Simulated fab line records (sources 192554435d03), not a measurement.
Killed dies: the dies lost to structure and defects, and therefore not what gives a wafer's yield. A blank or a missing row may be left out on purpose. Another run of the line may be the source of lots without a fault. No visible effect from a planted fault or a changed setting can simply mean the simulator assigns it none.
Matching of chambers / flow n5Finfet / rieDiel-04 running N5_MOL_CONTACT_COAG_DESCUM_88: 4 sister chambers
The step chemistry O2, time 7 s. 8 wafers are shown with their chamber, then 8 later ones without.

== WAFERS PAIRED WITH THEIR CHAMBERS ==
wafer=L077.4; chamber=3; drypumpMotorCurrentA (A)=6.1; showerheadPlenumPTorr (Torr)=2.04
wafer=L083.1; chamber=1; drypumpMotorCurrentA (A)=5.4; showerheadPlenumPTorr (Torr)=2.08
wafer=L083.3; chamber=2; drypumpMotorCurrentA (A)=5.5; showerheadPlenumPTorr (Torr)=2.13
wafer=L083.5; chamber=0; drypumpMotorCurrentA (A)=6.2; showerheadPlenumPTorr (Torr)=2.14
wafer=L084.3; chamber=3; drypumpMotorCurrentA (A)=6.2; showerheadPlenumPTorr (Torr)=2.03
wafer=L084.4; chamber=0; drypumpMotorCurrentA (A)=6.2; showerheadPlenumPTorr (Torr)=2.14
wafer=L084.5; chamber=1; drypumpMotorCurrentA (A)=5.4; showerheadPlenumPTorr (Torr)=2.08
wafer=L094.1; chamber=2; drypumpMotorCurrentA (A)=5.5; showerheadPlenumPTorr (Torr)=2.12

== WAFERS WHOSE CHAMBER IS MISSING ==
wafer=L094.2; drypumpMotorCurrentA (A)=5.4; showerheadPlenumPTorr (Torr)=2.08
wafer=L094.4; drypumpMotorCurrentA (A)=6.2; showerheadPlenumPTorr (Torr)=2.13
wafer=L095.1; drypumpMotorCurrentA (A)=5.5; showerheadPlenumPTorr (Torr)=2.08
wafer=L095.4; drypumpMotorCurrentA (A)=6.2; showerheadPlenumPTorr (Torr)=2.13
wafer=L095.5; drypumpMotorCurrentA (A)=5.5; showerheadPlenumPTorr (Torr)=2.12
wafer=L097.1; drypumpMotorCurrentA (A)=6.1; showerheadPlenumPTorr (Torr)=2.02
wafer=L097.2; drypumpMotorCurrentA (A)=5.4; showerheadPlenumPTorr (Torr)=2.08
wafer=L097.6; drypumpMotorCurrentA (A)=6.2; showerheadPlenumPTorr (Torr)=2.13

== CHAMBER TAKEN BY EACH ==
wafer=L094.2; from the rows above=1; in truth=1
wafer=L094.4; from the rows above=0; in truth=0
wafer=L095.1; from the rows above=1; in truth=1
wafer=L095.4; from the rows above=0; in truth=0
wafer=L095.5; from the rows above=2; in truth=2
wafer=L097.1; from the rows above=3; in truth=3
wafer=L097.2; from the rows above=1; in truth=1
wafer=L097.6; from the rows above=0; in truth=0
Placed correctly: 8 of 8. Left unplaced by these rows: 0. Wrongly placed: 0.
How it was worked out, from the rows above alone: a wafer's distance from a chamber is the root of the sum, over the readings, of the square of ((its reading less the chamber's mean) divided by the reading's scatter). If the next closest chamber is less than 2 further off than the closest, the wafer can't be placed; otherwise it belongs to the closest. The mean given for a chamber averages the wafers shown for that chamber. The scatter: take each reading less its chamber's mean, square it, sum over the shown wafers, divide by the number of wafers less the number of chambers, and take the root.
